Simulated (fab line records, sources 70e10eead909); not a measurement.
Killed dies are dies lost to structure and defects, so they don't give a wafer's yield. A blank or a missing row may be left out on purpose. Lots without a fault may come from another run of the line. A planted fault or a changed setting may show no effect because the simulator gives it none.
Which tool did it? | flow nand_harc | 11 lots, 33 wafers sampled, at 4 steps of a route of 1159

WHAT THE GAUGES READ, wafer by wafer
NHARC_END_SORT_01.
lot  | measured     | on        | sort_bin_2_pct (%)
L545 | day 19 07:01 | prober-01 | 1.0 0.4 0.4
L546 | day 19 06:15 | prober-02 | 1.2 1.0 0.9
L547 | day 20 04:15 | prober-02 | 0.9 0.7 1.2
L548 | day 19 19:38 | prober-02 | 1.9 1.5 0.7
L550 | day 20 14:37 | prober-01 | 2.2 2.1 1.3
L553 | day 21 14:29 | prober-01 | 2.8 2.8 2.2
L554 | day 21 13:43 | prober-02 | 0.7 0.7 1.2
L556 | day 21 20:42 | prober-01 | 1.2 1.9 1.2
L558 | day 22 07:37 | prober-01 | 2.7 2.8 1.3
L566 | day 24 20:20 | prober-01 | 98.1 96.0 96.9
L567 | day 25 03:21 | prober-01 | 96.9 96.3 97.0

WHICH TOOL RAN EACH LOT (tool, then ch and the chambers of the sampled wafers, then the start)
lot  | NHARC_A_M1_ETCH_15                            | NHARC_A_M1_ANNEAL_31             | NHARC_A_BONDPAD_ETCH_12
L545 | rie_diel-01 ch 0,1, day 17 16:26 or earlier   | rtp_anneal-01 ch 0, day 17 16:26 | rie_diel-06 ch 1,2, day 17 19:38
L546 | rie_diel-03 ch 0,2, day 18 00:04 or earlier   | rtp_anneal-01 ch 0, day 18 00:04 | rie_diel-06 ch 0,1, day 18 03:07
L547 | rie_diel-01 ch 0,2, day 18 00:46 or earlier   | rtp_anneal-01 ch 0, day 18 00:46 | rie_diel-02 ch 0,1,3, day 18 03:59
L548 | rie_diel-03 ch 1,2,3, day 18 05:43 or earlier | rtp_anneal-02 ch 0, day 18 05:43 | rie_diel-06 ch 0,1,2, day 18 08:52
L550 | rie_diel-03 ch 0,2,3, day 19 03:04 or earlier | rtp_anneal-02 ch 0, day 19 03:04 | rie_diel-06 ch 1,2,3, day 19 06:22
L553 | rie_diel-03 ch 0,2,3, day 20 01:47 or earlier | rtp_anneal-01 ch 0, day 20 01:47 | rie_diel-06 ch 1,2, day 20 04:41
L554 | rie_diel-03 ch 1,2,3, day 20 02:05 or earlier | rtp_anneal-02 ch 0, day 20 02:05 | rie_diel-02 ch 1,2,3, day 20 05:15
L556 | rie_diel-01 ch 1,2, day 20 10:28 or earlier   | rtp_anneal-01 ch 0, day 20 10:28 | rie_diel-06 ch 1,2, day 20 13:29
L558 | rie_diel-01 ch 1,3, day 20 19:59 or earlier   | rtp_anneal-01 ch 0, day 20 19:59 | rie_diel-11 ch 0,1,3, day 20 23:14
L566 | rie_diel-07 ch 0,1,2, day 23 11:32 or earlier | rtp_anneal-02 ch 0, day 23 11:32 | rie_diel-02 ch 0,2,3, day 23 14:40
L567 | rie_diel-07 ch 0,1,2, day 23 13:23 or earlier | rtp_anneal-01 ch 0, day 23 13:23 | rie_diel-02 ch 0,1,3, day 23 16:32
- NHARC_A_M1_ETCH_15: etches the open film in C4F8/Ar, target depth 182.5 nm, time 91.2 s.
- NHARC_A_M1_ANNEAL_31: time 90 s.
- NHARC_A_BONDPAD_ETCH_12: etches the open film in CHF3/O2, target depth 220 nm, time 110 s.

THE ANSWER, worked out from the rows above alone
Rule: what is usual is taken from the lots themselves. Put in order of their means at a reading, lots are off if they are a third of the lots or fewer, leave a main group of 4 or more, and stand apart from it by a gap of 3 or more times the standard deviation of the main group's means; of several such gaps the widest counts. A main group whose means are all the same, to the digits that the tables above print for the reading, isn't used. A lot without any number at a reading at which 4 lots or more have one is off too. The other lots that the step has rows for count as sound.
Off: L566, L567, at NHARC_END_SORT_01 (sort_bin_2_pct). The main group: mean 1.4 %, standard deviation 0.64.
A tool fits if, at a process step before that reading, it ran every lot that is off, and no sound lot after the first of them. The gauges at NHARC_END_SORT_01 are tried like those tools. NHARC_A_M1_ETCH_15 gives no start for some lots, so the hours and the order of its lots are those of NHARC_A_M1_ANNEAL_31. Can't be told from this: 3 tools fit, rie_diel-07 at NHARC_A_M1_ETCH_15, rie_diel-02 at NHARC_A_BONDPAD_ETCH_12, prober-01 at NHARC_END_SORT_01.

WHAT THE SIMULATOR HAD PUT IN
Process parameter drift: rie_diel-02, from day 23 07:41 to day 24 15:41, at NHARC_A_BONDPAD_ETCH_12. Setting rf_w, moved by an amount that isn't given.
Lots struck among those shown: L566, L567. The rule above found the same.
